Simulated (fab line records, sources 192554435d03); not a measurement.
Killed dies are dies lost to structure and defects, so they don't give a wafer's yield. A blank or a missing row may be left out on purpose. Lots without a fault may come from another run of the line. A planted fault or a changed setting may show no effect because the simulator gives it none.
fab line records | flow n5_finfet
record lots=22 wafers=66 last_day=20
route steps=1938 shown BEOL_M11@1601 BEOL_M12@1602
lots that met no fault: from a run of the same line without faults
start_h: hours from the record's first day to the start of the lot's first wafer shown | wait_h: hours since the lot's step before | " the same as in the row above | L1.1+2: a row that stands for several wafers | - no value, or no start given | * or withheld: withheld | < > ~ a bound
route shown NAME@n: a module of which the file shows steps, and the number in the route of the first | usual: mean/standard deviation of fault-free wafers | same: alike in all rows | chamber/n: place in a boat | sites: the reading at each site | _std_site: their standard deviation | _edge_site: outer sites' mean less inner sites' | radius_mm: how far each site lies from the wafer's centre | mask NAME#n: copy n | behind: the tool/chamber that last shaped the wafer | hold: why the lot was held/for how many hours/how that ended | device: the transistor (n, p or np) that didn't switch | end of line: the same wafers' tests at the end of the route | a step without rows: its recipe alone | killed: dies lost to structure and defects at the first sort, not the wafer's yield | map: a wafer's dies, x killed, . not, _ none there
set.NAME: the setting as run; set.NAME@STEP: as run at that earlier step | model.NAME: the simulator's own value behind a step, which no gauge read
steps of the route over a sample of lots; a table a step, a row a wafer
services: from which hour (start_h, from the record's first day; less than 0 if before it) a tool's chamber was out of use, for how many hours, and why
## steps
# step N5_BEOL_M11_INSPECT_58
# recipe inspect_instrument=darkfield mode=post_dep
# usual raw_defect_count=80/22
# columns lot.wafer tool chamber start_h wait_h raw_defect_count
L075.1 defect_inspect-02 - 273.53 0.0 71
L075.5 " - " " 105
L075.6 " - " " 94
L074.1 defect_inspect-02 - 279.55 0.0 88
L074.2 " - " " 40
L074.5 " - " " 60
L076.2 defect_inspect-01 - 284.38 0.0 64
L076.3 " - " " 53
L076.5 " - " " 74
L077.1 defect_inspect-01 - 300.40 0.0 72
L077.4 " - " " 103
L077.5 " - " " 46
L078.1 defect_inspect-01 - 309.71 0.0 108
L078.5 " - " " 52
L078.6 " - " " 109
L080.1 defect_inspect-02 - 310.28 0.0 69
L080.5 " - " " 58
L080.6 " - " " 72
L079.1 defect_inspect-01 - 310.96 0.0 69
L079.4 " - " " 88
L079.5 " - " " 80
L083.4 defect_inspect-01 - 320.59 0.0 132
L083.5 " - " " 92
L083.6 " - " " 97
L086.2 defect_inspect-01 - 337.51 0.0 99
L086.4 " - " " 129
L086.6 " - " " 104
L084.1 defect_inspect-01 - 342.82 0.0 87
L084.2 " - " " 90
L084.4 " - " " 111
L089.1 defect_inspect-01 - 347.71 0.0 68
L089.3 " - " " 68
L089.4 " - " " 93
L087.3 defect_inspect-02 - 348.25 0.0 65
L087.4 " - " " 88
L087.6 " - " " 68
L088.4 defect_inspect-01 - 358.92 0.0 76
L088.5 " - " " 73
L088.6 " - " " 105
L085.2 defect_inspect-01 - 359.19 0.0 94
L085.3 " - " " 95
L085.5 " - " " 55
L091.2 defect_inspect-01 - 362.18 0.0 96
L091.4 " - " " 95
L091.5 " - " " 84
L093.1 defect_inspect-01 - 368.79 0.0 52
L093.4 " - " " 37
L093.5 " - " " 86
L096.2 defect_inspect-02 - 381.92 0.0 108
L096.4 " - " " 131
L096.6 " - " " 56
L092.2 defect_inspect-02 - 392.66 0.0 104
L092.4 " - " " 82
L092.6 " - " " 95
L094.1 defect_inspect-01 - 396.48 0.0 48
L094.2 " - " " 97
L094.4 " - " " 86
L095.3 defect_inspect-01 - 404.39 0.0 66
L095.4 " - " " 124
L095.6 " - " " 83
L090.2 defect_inspect-01 - 407.54 0.0 67
L090.4 " - " " 98
L090.6 " - " " 119
L097.1 defect_inspect-02 - 433.64 0.0 91
L097.2 " - " " 86
L097.6 " - " " 66
# step N5_BEOL_M12_ILD_DEP_00
# recipe material=SiOC target_thk_a=6589.2 temp_c=350 precursor=DEMS/O2 pressure_torr=5 rf_w=500 time_s=130.7
# usual heater_power_w=488/74 showerhead_plenum_p_Torr=5.687/0.017 showerhead_vpp_V=1374/51 throttle_valve_pct=12.1/0.68
# columns lot.wafer tool chamber start_h wait_h heater_power_w showerhead_plenum_p_Torr showerhead_vpp_V throttle_valve_pct
L075.1 pecvd-02 1 273.57 0.0 441 5.717 1327 11.8
L075.5 " 1 " " 370 5.704 1308 11.8
L075.6 " 2 " " 469 5.690 1374 11.8
L074.1 pecvd-02 2 279.59 0.0 478 5.678 1332 11.9
L074.2 " 0 " " 508 5.690 1399 12.0
L074.5 " 1 " " 384 5.707 1314 12.2
L076.2 pecvd-01 2 284.41 0.0 502 5.712 1369 11.0
L076.3 " 1 " " 654 5.716 1335 13.8
L076.5 " 2 " " 414 5.696 1357 11.2
L077.1 pecvd-03 1 300.43 0.0 531 5.676 1362 12.3
L077.4 " 0 " " 606 5.683 1299 12.5
L077.5 " 0 " " 477 5.690 1305 12.4
L078.1 pecvd-01 1 309.75 0.0 625 5.715 1379 13.3
L078.5 " 0 " " 441 5.664 1490 12.4
L078.6 " 1 " " 662 5.701 1372 13.8
L080.1 pecvd-03 0 310.32 0.0 569 5.679 1306 12.3
L080.5 " 0 " " 571 5.690 1283 12.5
L080.6 " 2 " " 383 5.660 1406 11.2
L079.1 pecvd-02 1 310.99 0.0 447 5.718 1307 12.0
L079.4 " 1 " " 352 5.717 1315 11.9
L079.5 " 0 " " 493 5.680 1410 12.0
L083.4 pecvd-03 1 320.68 0.1 513 5.693 1362 12.5
L083.5 " 2 " " 387 5.661 1402 11.1
L083.6 " 0 " " 553 5.705 1314 12.4
L086.2 pecvd-01 2 337.54 0.0 528 5.714 1380 11.0
L086.4 " 1 " " 528 5.709 1356 13.6
L086.6 " 0 " " 460 5.673 1483 12.6
L084.1 pecvd-03 1 342.86 0.0 439 5.676 1380 12.4
L084.2 " 2 " " 401 5.662 1388 11.3
L084.4 " 0 " " 599 5.693 1310 12.4
L089.1 pecvd-03 1 347.75 0.0 471 5.682 1354 12.5
L089.3 " 2 " " 384 5.681 1396 11.3
L089.4 " 2 " " 407 5.688 1389 11.2
L087.3 pecvd-01 2 348.29 0.0 516 5.721 1367 11.0
L087.4 " 1 " " 629 5.705 1365 13.5
L087.6 " 2 " " 417 5.714 1380 11.1
L088.4 pecvd-02 0 359.01 0.1 511 5.682 1413 11.9
L088.5 " 1 " " 356 5.708 1339 12.4
L088.6 " 2 " " 539 5.675 1364 12.2
L085.2 pecvd-03 2 359.23 0.0 396 5.675 1370 11.3
L085.3 " 1 " " 487 5.675 1370 12.4
L085.5 " 1 " " 508 5.669 1370 12.4
L091.2 pecvd-01 2 362.22 0.0 492 5.711 1370 11.1
L091.4 " 1 " " 658 5.714 1347 13.6
L091.5 " 2 " " 504 5.717 1391 11.3
L093.1 pecvd-02 1 368.82 0.0 418 5.728 1307 12.1
L093.4 " 1 " " 442 5.691 1316 12.1
L093.5 " 2 " " 596 5.659 1371 11.9
L096.2 pecvd-01 0 381.96 0.0 436 5.668 1502 12.5
L096.4 " 0 " " 440 5.669 1506 12.6
L096.6 " 1 " " 606 5.697 1338 13.7
L092.2 pecvd-02 2 392.69 0.0 577 5.675 1357 12.0
L092.4 " 2 " " 587 5.677 1380 12.2
L092.6 " 2 " " 460 5.681 1360 11.8
L094.1 pecvd-02 0 396.52 0.0 496 5.684 1394 12.1
L094.2 " 2 " " 537 5.671 1383 11.9
L094.4 " 2 " " 550 5.672 1347 11.8
L095.3 pecvd-02 0 404.48 0.1 418 5.670 1412 11.6
L095.4 " 2 " " 476 5.683 1359 12.0
L095.6 " 0 " " 454 5.680 1414 12.0
L090.2 pecvd-03 2 407.58 0.0 405 5.663 1411 11.2
L090.4 " 2 " " 404 5.685 1388 11.5
L090.6 " 0 " " 548 5.697 1318 12.5
L097.1 pecvd-02 1 433.68 0.0 407 5.698 1323 10.3
L097.2 " 2 " " 572 5.661 1369 12.1
L097.6 " 0 " " 405 5.677 1391 11.8
# step N5_BEOL_M12_DESCUM_15
# recipe chemistry=O2 time_s=7.9 source_power_w=50 bias_power_w=20 pressure_mtorr=20 rf_frequency_hz=2.712e+07 temp_c=40 o2_flow_sccm=225
# usual bias_power_w=20.00/0.058 drypump_motor_current_A=5.8/0.5 oes_product_au=0.81/0.09 rf_vpp_V=242.5/1.3 showerhead_plenum_p_Torr=2.06/0.062 temp_c=40.01/0.1 throttle_valve_pct=20.47/0.27
# columns lot.wafer tool chamber start_h wait_h bias_power_w drypump_motor_current_A oes_product_au rf_hours_counter_h rf_vpp_V showerhead_plenum_p_Torr temp_c throttle_valve_pct
L075.1 rie_diel-05 3 274.12 0.0 20.00 5.4 0.69 234 242.7 2.06 40.02 20.92
L075.5 " 0 " " 19.95 6.5 0.89 - 242.0 2.05 40.01 20.01
L075.6 " 3 " " 20.02 5.4 0.69 - 241.6 2.06 40.04 20.93
L074.1 rie_diel-05 2 280.35 0.3 20.03 6.3 0.71 210 242.4 2.08 40.05 20.63
L074.2 " 3 " " 19.96 5.4 0.69 237 242.1 2.06 40.02 20.93
L074.5 " 3 " " 19.89 5.4 0.69 - 242.9 2.06 40.09 20.92
L076.2 rie_diel-05 1 285.12 0.2 20.00 6.4 0.70 243 241.4 1.99 39.98 20.73
L076.3 " 2 " " 20.03 6.3 0.71 212 242.6 2.08 40.10 20.65
L076.5 " 0 " " 19.97 6.5 0.89 - 242.8 2.05 40.21 20.00
L077.1 rie_diel-05 3 301.13 0.0 19.85 5.4 0.68 244 244.5 2.06 40.16 20.96
L077.4 " 0 " " 19.99 6.4 0.88 - 243.0 2.05 39.98 20.00
L077.5 " 3 " " 19.86 5.4 0.67 - 242.1 2.06 40.03 20.94
L078.1 rie_diel-05 0 310.27 0.0 20.09 6.4 0.86 49 242.7 2.05 40.08 20.01
L078.5 " 3 " " 20.01 5.4 0.67 - 242.5 2.06 40.24 20.94
L078.6 " 0 " " 20.06 6.5 0.86 - 241.9 2.05 39.82 20.00
L080.1 rie_diel-03 1 310.97 0.0 19.99 5.5 0.89 37 242.3 2.05 40.08 20.62
L080.5 " 2 " " 20.05 5.8 0.83 - 244.4 2.20 39.98 20.35
L080.6 " 1 " " 19.97 5.5 0.88 - 242.2 2.05 40.07 20.64
L079.1 rie_diel-06 2 311.52 0.0 19.89 5.6 0.76 149 241.7 2.09 40.00 20.31
L079.4 " 0 " " 20.06 5.7 0.88 - 241.7 2.04 40.14 20.39
L079.5 " 3 " " 19.95 4.9 0.92 - 241.4 2.05 39.93 20.63
L083.4 rie_diel-06 1 321.15 0.0 20.00 5.8 0.73 191 242.1 1.99 40.13 20.63
L083.5 " 2 " " 20.00 5.5 0.76 - 243.3 2.09 39.95 20.32
L083.6 " 1 " " 20.05 5.8 0.73 - 241.6 1.99 40.15 20.64
L086.2 rie_diel-06 2 338.35 0.2 19.93 5.5 0.74 161 244.2 2.08 39.87 20.33
L086.4 " 3 " " 20.04 4.9 0.90 47 242.4 2.04 40.10 20.65
L086.6 " 2 " " 20.00 5.6 0.75 - 243.2 2.09 40.08 20.32
L084.1 rie_diel-06 2 343.51 0.2 19.93 5.5 0.75 163 241.7 2.08 40.20 20.33
L084.2 " 0 " " 19.96 5.7 0.87 58 241.6 2.04 39.95 20.41
L084.4 " 3 " " 19.92 4.9 0.90 49 242.7 2.04 39.93 20.66
L089.1 rie_diel-05 1 348.27 0.0 19.95 6.5 0.93 12 243.6 2.24 40.02 20.39
L089.3 " 0 " " 19.96 6.4 0.84 68 241.2 2.04 40.00 20.06
L089.4 " 0 " " 19.97 6.4 0.84 - 241.8 2.04 40.00 20.04
L087.3 rie_diel-03 1 348.84 0.0 19.94 5.4 0.87 51 241.7 2.05 39.91 20.63
L087.4 " 3 " " 20.03 5.3 0.91 20 243.7 2.05 40.02 20.12
L087.6 " 3 " " 19.97 5.3 0.91 - 243.1 2.05 40.01 20.12
L088.4 rie_diel-06 3 359.48 0.0 19.99 4.9 0.89 54 241.2 2.04 40.03 20.66
L088.5 " 3 " " 19.94 4.9 0.88 - 242.6 2.04 39.99 20.69
L088.6 " 0 " " 20.05 5.7 0.84 - 242.3 2.03 39.90 20.43
L085.2 rie_diel-05 2 359.97 0.3 20.03 6.3 0.68 246 241.8 2.06 40.03 20.68
L085.3 " 1 " " 19.90 6.5 0.91 18 244.8 2.24 39.85 20.40
L085.5 " 0 " " 20.12 6.5 0.83 - 242.3 2.04 39.96 20.05
L091.2 rie_diel-03 3 362.87 0.0 20.03 5.3 0.91 25 242.7 2.05 39.85 20.13
L091.4 " 1 " " 20.02 5.5 0.86 56 242.6 2.05 39.76 20.65
L091.5 " 1 " " 20.03 5.4 0.87 - 240.3 2.05 39.86 20.65
L093.1 rie_diel-05 0 369.35 0.0 20.20 6.5 0.83 76 244.0 2.04 39.83 20.05
L093.4 " 3 " " 20.03 5.4 0.95 7 242.4 2.05 40.03 20.59
L093.5 " 0 " " 20.02 6.5 0.83 - 241.7 2.04 39.87 20.06
L096.2 rie_diel-05 1 382.61 0.0 19.94 6.5 0.88 26 245.6 2.24 40.05 20.42
L096.4 " 3 " " 20.04 5.4 0.92 - 243.6 2.05 40.12 20.59
L096.6 " 1 " " 19.96 6.5 0.89 - 244.8 2.24 40.03 20.42
L092.2 rie_diel-06 0 393.48 0.1 20.10 5.7 0.83 75 241.6 2.03 40.05 20.45
L092.4 " 2 " " 19.95 5.5 0.73 178 242.2 2.08 40.15 20.35
L092.6 " 0 " " 20.06 5.7 0.83 - 243.1 2.03 39.94 20.44
L094.1 rie_diel-06 2 397.23 0.2 19.94 5.5 0.73 180 242.9 2.08 39.93 20.34
L094.2 " 3 " " 20.02 4.9 0.87 66 242.5 2.04 40.04 20.70
L094.4 " 1 " " 20.00 5.8 0.70 217 241.9 1.98 39.76 20.70
L095.3 rie_diel-05 1 405.00 0.0 19.96 6.5 0.87 36 245.7 2.23 40.00 20.43
L095.4 " 2 " " 19.96 6.2 0.96 5 240.0 2.06 40.05 20.31
L095.6 " 0 " " 20.02 6.5 0.82 - 241.7 2.03 40.12 20.08
L090.2 rie_diel-05 3 408.10 0.0 20.00 5.5 0.90 23 241.5 2.05 39.80 20.59
L090.4 " 2 " " 19.91 6.3 0.97 7 242.3 2.06 39.94 20.31
L090.6 " 0 " " 19.99 6.5 0.81 - 242.7 2.03 40.06 20.08
L097.1 rie_diel-05 3 434.20 0.0 20.09 5.4 0.89 33 243.4 2.04 39.82 20.61
L097.2 " 2 " " 20.08 6.2 0.94 15 242.5 2.06 40.00 20.31
L097.6 " 1 " " 20.00 6.5 0.85 - 245.3 2.23 40.29 20.45
# step N5_BEOL_M12_ETCH_59
# recipe chemistry=N2/H2 target=BARC target_depth_a=890 overetch_a=267 time_s=67.9 ion_energy_ev=200 pressure_mtorr=30 source_w=840 bias_w=150 n2_flow_sccm=200 h2_flow_sccm=200
# usual drypump_motor_current_A=5.8/0.5 oes_product_au=0.69/0.072 rf_vpp_V=522.8/2 showerhead_plenum_p_Torr=2.50/0.076 throttle_valve_pct=17.95/0.28
# columns lot.wafer tool chamber start_h wait_h drypump_motor_current_A oes_product_au rf_hours_counter_h rf_vpp_V showerhead_plenum_p_Torr throttle_valve_pct
L075.1 rie_diel-05 3 274.15 0.0 5.4 0.59 234 522.8 2.50 18.41
L075.5 " 0 " " 6.4 0.76 - 521.2 2.49 17.42
L075.6 " 3 " " 5.4 0.59 - 523.7 2.50 18.41
L074.1 rie_diel-05 2 280.38 0.0 6.3 0.61 210 524.0 2.52 18.12
L074.2 " 3 " " 5.4 0.59 237 523.2 2.50 18.42
L074.5 " 3 " " 5.4 0.58 - 523.6 2.50 18.43
L076.2 rie_diel-05 1 285.15 0.0 6.5 0.60 243 521.3 2.41 18.26
L076.3 " 2 " " 6.3 0.61 212 522.6 2.52 18.09
L076.5 " 0 " " 6.5 0.75 - 522.9 2.48 17.45
L077.1 rie_diel-05 3 301.16 0.0 5.4 0.58 244 522.6 2.49 18.45
L077.4 " 0 " " 6.4 0.73 - 522.3 2.48 17.45
L077.5 " 3 " " 5.4 0.58 - 524.8 2.49 18.44
L078.1 rie_diel-05 0 310.31 0.0 6.5 0.73 49 522.1 2.48 17.46
L078.5 " 3 " " 5.4 0.59 - 521.7 2.49 18.44
L078.6 " 0 " " 6.5 0.74 - 522.5 2.48 17.46
L080.1 rie_diel-03 1 311.00 0.0 5.4 0.76 37 522.1 2.48 18.04
L080.5 " 2 " " 5.8 0.71 - 528.5 2.68 17.87
L080.6 " 1 " " 5.5 0.76 - 521.9 2.48 18.03
L079.1 rie_diel-06 2 311.55 0.0 5.5 0.65 149 523.2 2.55 17.92
L079.4 " 0 " " 5.7 0.74 - 521.5 2.48 17.82
L079.5 " 3 " " 4.9 0.78 - 522.4 2.48 18.11
L083.4 rie_diel-06 1 321.19 0.0 5.8 0.62 191 519.7 2.42 18.12
L083.5 " 2 " " 5.5 0.65 - 523.8 2.55 17.94
L083.6 " 1 " " 5.8 0.63 - 520.4 2.42 18.12
L086.2 rie_diel-06 2 338.38 0.0 5.5 0.64 161 523.3 2.54 17.95
L086.4 " 3 " " 4.9 0.76 47 521.3 2.48 18.14
L086.6 " 2 " " 5.5 0.64 - 524.5 2.54 17.96
L084.1 rie_diel-06 2 343.55 0.0 5.5 0.64 163 523.0 2.54 17.96
L084.2 " 0 " " 5.7 0.72 58 521.5 2.47 17.82
L084.4 " 3 " " 4.9 0.76 49 522.9 2.48 18.13
L089.1 rie_diel-05 1 348.30 0.0 6.5 0.79 12 527.0 2.72 17.86
L089.3 " 0 " " 6.5 0.71 68 522.5 2.47 17.49
L089.4 " 0 " " 6.4 0.71 - 521.7 2.47 17.49
L087.3 rie_diel-03 1 348.87 0.0 5.5 0.74 51 520.4 2.48 18.06
L087.4 " 3 " " 5.3 0.78 20 521.7 2.49 17.55
L087.6 " 3 " " 5.3 0.78 - 523.1 2.49 17.55
L088.4 rie_diel-06 3 359.51 0.0 4.9 0.75 54 521.7 2.48 18.13
L088.5 " 3 " " 4.9 0.74 - 522.6 2.48 18.13
L088.6 " 0 " " 5.7 0.72 - 523.3 2.47 17.86
L085.2 rie_diel-05 2 360.00 0.0 6.2 0.59 246 521.8 2.50 18.18
L085.3 " 1 " " 6.5 0.78 18 526.8 2.72 17.86
L085.5 " 0 " " 6.5 0.70 - 521.9 2.47 17.50
L091.2 rie_diel-03 3 362.91 0.0 5.3 0.78 25 522.0 2.49 17.56
L091.4 " 1 " " 5.4 0.74 56 521.2 2.47 18.06
L091.5 " 1 " " 5.5 0.74 - 522.1 2.47 18.06
L093.1 rie_diel-05 0 369.38 0.0 6.5 0.70 76 521.6 2.47 17.50
L093.4 " 3 " " 5.4 0.80 7 523.3 2.49 18.02
L093.5 " 0 " " 6.5 0.70 - 521.8 2.47 17.50
L096.2 rie_diel-05 1 382.64 0.0 6.5 0.77 26 526.8 2.71 17.87
L096.4 " 3 " " 5.4 0.80 - 522.6 2.48 18.02
L096.6 " 1 " " 6.5 0.76 - 527.6 2.71 17.88
L092.2 rie_diel-06 0 393.52 0.0 5.7 0.70 75 522.2 2.47 17.88
L092.4 " 2 " " 5.5 0.63 178 522.7 2.54 17.96
L092.6 " 0 " " 5.7 0.71 - 522.3 2.47 17.87
L094.1 rie_diel-06 2 397.26 0.0 5.5 0.63 180 522.8 2.54 17.97
L094.2 " 3 " " 4.9 0.74 66 521.6 2.47 18.14
L094.4 " 1 " " 5.8 0.61 217 519.7 2.41 18.16
L095.3 rie_diel-05 1 405.03 0.0 6.5 0.74 36 528.1 2.71 17.90
L095.4 " 2 " " 6.3 0.81 5 522.0 2.50 17.74
L095.6 " 0 " " 6.5 0.70 - 521.8 2.46 17.52
L090.2 rie_diel-05 3 408.14 0.0 5.4 0.76 23 523.4 2.48 18.05
L090.4 " 2 " " 6.3 0.80 7 522.6 2.50 17.76
L090.6 " 0 " " 6.5 0.68 - 520.9 2.46 17.54
L097.1 rie_diel-05 3 434.24 0.0 5.4 0.75 33 522.4 2.48 18.07
L097.2 " 2 " " 6.3 0.80 15 523.5 2.50 17.76
L097.6 " 1 " " 6.5 0.73 - 528.0 2.70 17.92
# step N5_BEOL_M12_VIA_ETCH_16
# recipe chemistry=C4F8/O2/Ar target=SiOC pressure_mtorr=30 source_w=3000 bias_w=700 Ar_flow_sccm=400 C4F8_flow_sccm=15 O2_flow_sccm=8 he_inner_torr=15 he_outer_torr=30 target_depth_a=7248 time_s=withheld ion_energy_ev=250 ends=cleared
# usual drypump_motor_current_A=5.8/0.5 he_outer_torr=30.00/0.057 oes_product_au=0.73/0.081 rf_vpp_V=664.0/2.6 showerhead_plenum_p_Torr=3.37/0.091 throttle_valve_pct=24.24/0.29
# columns lot.wafer tool chamber start_h wait_h drypump_motor_current_A he_outer_torr oes_product_au rf_vpp_V showerhead_plenum_p_Torr throttle_valve_pct
L075.1 rie_diel-05 3 274.20 0.0 5.4 29.91 0.62 664.5 3.37 24.71
L075.5 " 0 " " 6.5 30.04 0.80 663.5 3.35 23.69
L075.6 " 3 " " 5.4 29.91 0.62 664.1 3.37 24.70
L074.1 rie_diel-05 2 280.44 0.0 6.3 29.94 0.64 663.5 3.38 24.31
L074.2 " 3 " " 5.4 29.94 0.62 664.7 3.37 24.69
L074.5 " 3 " " 5.4 30.05 0.61 664.4 3.37 24.69
L076.2 rie_diel-05 1 285.20 0.0 6.5 30.03 0.63 660.1 3.24 24.40
L076.3 " 2 " " 6.3 29.99 0.64 664.3 3.38 24.32
L076.5 " 0 " " 6.5 29.97 0.80 662.7 3.34 23.72
L077.1 rie_diel-05 3 301.22 0.0 5.4 29.99 0.61 663.2 3.37 24.71
L077.4 " 0 " " 6.5 30.11 0.79 662.9 3.34 23.73
L077.5 " 3 " " 5.4 30.04 0.61 665.0 3.36 24.73
L078.1 rie_diel-05 0 310.36 0.0 6.5 29.86 0.77 662.4 3.34 23.73
L078.5 " 3 " " 5.4 29.95 0.60 663.6 3.36 24.70
L078.6 " 0 " " 6.5 29.88 0.78 663.9 3.34 23.73
L080.1 rie_diel-03 1 311.05 0.0 5.4 30.00 0.80 663.4 3.34 24.34
L080.5 " 2 " " 5.8 30.11 0.75 669.8 3.59 24.16
L080.6 " 1 " " 5.5 30.06 0.80 662.6 3.34 24.34
L079.1 rie_diel-06 2 311.60 0.0 5.5 29.97 0.68 664.5 3.41 24.05
L079.4 " 0 " " 5.7 29.97 0.78 664.9 3.35 24.24
L079.5 " 3 " " 4.9 30.03 0.83 663.8 3.35 24.50
L083.4 rie_diel-06 1 321.24 0.0 5.8 30.01 0.65 662.5 3.27 24.49
L083.5 " 2 " " 5.5 30.11 0.68 665.3 3.41 24.04
L083.6 " 1 " " 5.8 30.04 0.65 660.8 3.27 24.46
L086.2 rie_diel-06 2 338.43 0.0 5.5 30.04 0.69 664.7 3.40 24.08
L086.4 " 3 " " 4.9 30.09 0.81 662.7 3.35 24.55
L086.6 " 2 " " 5.5 29.91 0.67 664.1 3.40 24.07
L084.1 rie_diel-06 2 343.60 0.0 5.5 29.95 0.68 666.4 3.40 24.07
L084.2 " 0 " " 5.7 29.92 0.77 664.1 3.34 24.25
L084.4 " 3 " " 4.9 29.92 0.81 662.2 3.35 24.55
L089.1 rie_diel-05 1 348.36 0.0 6.5 29.91 0.83 670.9 3.63 24.12
L089.3 " 0 " " 6.5 29.98 0.75 662.8 3.33 23.75
L089.4 " 0 " " 6.5 30.07 0.76 662.8 3.33 23.76
L087.3 rie_diel-03 1 348.93 0.0 5.5 29.93 0.78 661.6 3.33 24.35
L087.4 " 3 " " 5.3 30.02 0.82 663.5 3.34 23.83
L087.6 " 3 " " 5.3 30.00 0.83 663.7 3.34 23.84
L088.4 rie_diel-06 3 359.57 0.0 4.9 30.07 0.80 663.0 3.34 24.52
L088.5 " 3 " " 4.9 30.04 0.81 664.3 3.34 24.52
L088.6 " 0 " " 5.7 30.03 0.76 664.4 3.34 24.26
L085.2 rie_diel-05 2 360.05 0.0 6.3 29.97 0.61 663.9 3.36 24.37
L085.3 " 1 " " 6.5 29.99 0.83 672.4 3.62 24.15
L085.5 " 0 " " 6.5 30.08 0.75 662.8 3.33 23.76
L091.2 rie_diel-03 3 362.96 0.0 5.3 30.11 0.81 663.5 3.34 23.84
L091.4 " 1 " " 5.5 29.92 0.77 665.0 3.32 24.36
L091.5 " 1 " " 5.5 29.96 0.78 662.6 3.32 24.37
L093.1 rie_diel-05 0 369.43 0.0 6.5 30.04 0.74 661.6 3.32 23.75
L093.4 " 3 " " 5.4 30.02 0.86 663.2 3.36 24.41
L093.5 " 0 " " 6.5 30.02 0.75 660.9 3.32 23.77
L096.2 rie_diel-05 1 382.69 0.0 6.5 29.98 0.80 669.8 3.62 24.12
L096.4 " 3 " " 5.4 30.07 0.83 662.7 3.35 24.40
L096.6 " 1 " " 6.5 30.01 0.79 671.0 3.62 24.13
L092.2 rie_diel-06 0 393.57 0.0 5.7 29.95 0.74 663.8 3.33 24.29
L092.4 " 2 " " 5.6 29.96 0.67 664.8 3.39 24.10
L092.6 " 0 " " 5.7 30.05 0.75 663.2 3.33 24.26
L094.1 rie_diel-06 2 397.32 0.0 5.5 29.95 0.66 665.0 3.39 24.10
L094.2 " 3 " " 4.9 29.98 0.79 662.4 3.34 24.54
L094.4 " 1 " " 5.8 30.05 0.64 660.8 3.26 24.51
L095.3 rie_diel-05 1 405.08 0.0 6.5 29.96 0.79 670.6 3.61 24.14
L095.4 " 2 " " 6.3 29.99 0.87 664.7 3.36 24.06
L095.6 " 0 " " 6.5 30.00 0.74 663.2 3.32 23.77
L090.2 rie_diel-05 3 408.19 0.0 5.4 30.00 0.82 663.0 3.35 24.43
L090.4 " 2 " " 6.3 29.93 0.88 663.8 3.35 24.04
L090.6 " 0 " " 6.4 30.05 0.74 661.8 3.32 23.80
L097.1 rie_diel-05 3 434.29 0.0 5.5 29.95 0.80 664.1 3.34 24.41
L097.2 " 2 " " 6.3 30.05 0.85 663.5 3.35 24.05
L097.6 " 1 " " 6.5 29.90 0.77 672.1 3.61 24.15
# step N5_BEOL_M12_SPUTTER_44
# recipe material=Ta target_thk_a=100 temp_c=50 bias_v=80 power_w=15000 chamber_pressure_pa=0.07 time_s=16.13
# usual substrate_temp_c=49.99/0.13 throttle_valve_pct=29.4/1.5
# columns lot.wafer tool chamber start_h wait_h substrate_temp_c throttle_valve_pct
L075.1 pvd_sputter-01 - 283.77 0.0 50.16 28.7
L075.5 " - " " 50.07 30.9
L075.6 " - " " 50.20 28.9
L074.1 pvd_sputter-03 - 284.89 0.0 50.19 27.4
L074.2 " - " " 50.10 28.4
L074.5 " - " " 49.94 29.7
L076.2 pvd_sputter-02 - 289.38 0.0 50.04 31.2
L076.3 " - " " 49.92 27.3
L076.5 " - " " 49.84 29.2
L077.1 pvd_sputter-02 - 304.49 0.0 49.93 30.9
L077.4 " - " " 49.89 29.1
L077.5 " - " " 50.03 29.3
L078.1 pvd_sputter-03 - 314.79 0.0 50.10 32.0
L078.5 " - " " 50.23 32.5
L078.6 " - " " 49.92 27.3
L080.1 pvd_sputter-02 - 315.25 0.0 50.11 31.1
L080.5 " - " " 50.02 27.1
L080.6 " - " " 50.09 29.2
L079.1 pvd_sputter-03 - 316.37 0.0 49.96 28.3
L079.4 " - " " 50.11 29.8
L079.5 " - " " 50.06 29.6
L083.4 pvd_sputter-03 - 325.33 0.0 49.96 27.5
L083.5 " - " " 49.94 32.2
L083.6 " - " " 50.03 29.8
L086.2 pvd_sputter-02 - 344.35 0.0 49.97 31.1
L086.4 " - " " 49.90 31.2
L086.6 " - " " 49.86 29.2
L084.1 pvd_sputter-01 - 346.67 0.0 50.05 29.0
L084.2 " - " " 50.22 29.8
L084.4 " - " " 49.90 28.8
L089.1 pvd_sputter-03 - 352.37 0.0 50.11 27.1
L089.3 " - " " 49.96 32.5
L089.4 " - " " 50.13 29.5
L087.3 pvd_sputter-03 - 358.01 0.0 49.75 29.5
L087.4 " - " " 50.10 28.5
L087.6 " - " " 49.98 27.5
L088.4 pvd_sputter-01 - 361.57 0.0 49.77 29.1
L088.5 " - " " 49.83 31.0
L088.6 " - " " 49.75 28.8
L085.2 pvd_sputter-02 - 364.77 0.0 50.00 31.1
L085.3 " - " " 50.13 31.3
L085.5 " - " " 49.70 29.4
L091.2 pvd_sputter-01 - 367.57 0.0 50.22 28.9
L091.4 " - " " 49.97 29.2
L091.5 " - " " 50.11 30.8
L093.1 pvd_sputter-01 - 373.83 0.0 50.25 31.0
L093.4 " - " " 49.99 28.8
L093.5 " - " " 50.00 28.7
L096.2 pvd_sputter-01 - 385.28 0.0 50.11 29.5
L096.4 " - " " 49.99 29.1
L096.6 " - " " 49.99 29.8
L092.2 pvd_sputter-02 - 397.15 0.0 49.87 29.2
L092.4 " - " " 50.03 31.2
L092.6 " - " " 49.93 26.9
L094.1 pvd_sputter-01 - 402.77 0.0 49.96 28.9
L094.2 " - " " 49.99 29.1
L094.4 " - " " 49.85 29.8
L095.3 pvd_sputter-01 - 412.21 0.0 49.79 29.7
L095.4 " - " " 49.91 28.9
L095.6 " - " " 49.75 29.7
L090.2 pvd_sputter-02 - 414.16 0.0 50.19 31.1
L090.4 " - " " 50.13 26.9
L090.6 " - " " 50.09 29.1
L097.1 pvd_sputter-03 - 436.55 0.0 50.10 32.3
L097.2 " - " " 50.13 29.6
L097.6 " - " " 50.31 27.4
## services
# columns tool chamber start_h hours kind
rie_diel-05 1 267.39 5.0 repair
pecvd-01 - 290.28 14.6 pm
pecvd-03 2 295.39 5.9 repair
rie_diel-05 1 299.46 2.0 repair
rie_diel-06 1 299.65 16.4 repair
rie_diel-05 1 303.94 - clean
rie_diel-05 1 303.94 - consumable_replace:focus_ring
rie_diel-05 1 303.94 - consumable_replace:showerhead
rie_diel-05 1 303.94 18.2 scheduled_down
rie_diel-05 1 303.94 18.2 vent_cycle
rie_diel-03 - 322.24 2.8 pm
rie_diel-05 3 322.39 - clean
rie_diel-05 3 322.39 - consumable_replace:focus_ring
pecvd-03 - 322.59 2.8 pm
pvd_sputter-03 - 358.43 1.8 repair
pecvd-03 1 367.19 6.5 repair
pecvd-02 - 370.57 2.9 repair
rie_diel-05 2 372.24 - clean
rie_diel-05 2 372.24 - consumable_replace:focus_ring
rie_diel-05 2 372.24 19.2 scheduled_down
rie_diel-05 3 390.05 2.9 repair
pecvd-03 - 398.89 0.5 repair
pvd_sputter-03 - 400.31 4.1 repair
rie_diel-05 2 421.86 4.9 repair
## key
fault none
